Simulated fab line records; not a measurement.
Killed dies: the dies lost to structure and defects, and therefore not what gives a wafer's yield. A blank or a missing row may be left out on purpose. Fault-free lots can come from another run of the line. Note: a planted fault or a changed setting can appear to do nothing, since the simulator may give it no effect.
Matching of chambers	flow n5 finfet	4 sister chambers for N5_HKMG_FIN_STRIP_90 on rie diel-03
The step strips SOC in N2/H2, time 20 s. 4 wafers are shown with their chamber, then 9 later ones without.

== WAFERS WITH THEIR CHAMBER ==
wafer	chamber	drypump motor current A (A)
L085.4	0	5.8
L086.2	2	5.4
L086.4	3	5.5
L086.6	1	6.3

== WAFERS MISSING THEIR CHAMBER ==
wafer	drypump motor current A (A)
L088.1	5.5
L088.5	5.5
L088.6	5.8
L090.2	6.4
L090.4	5.5
L090.5	5.3
L096.4	5.8
L096.5	5.8
L096.6	6.3

== WHICH CHAMBER EACH ONE RAN IN ==
wafer	from the rows above	in truth
L088.1	3	3
L088.5	3	3
L088.6	0	0
L090.2	1	1
L090.4	3	3
L090.5	2	2
L096.4	0	0
L096.5	0	0
L096.6	1	1
Correct placement for 9 of the 9. Number that these rows cannot place: 0. Placed wrongly: 0.
How it was worked out, from the rows above alone: a wafer's distance from a chamber is the root of the sum, over the readings, of the square of ((its reading less the chamber's mean) divided by the reading's scatter). If the next closest chamber is less than 2 further off than the closest, the wafer can't be placed; otherwise it belongs to the closest. A chamber's mean is the mean of its shown wafers. The scatter: root of mean squared gap, hidden wafer to nearest shown wafer, with one shown wafer a chamber.
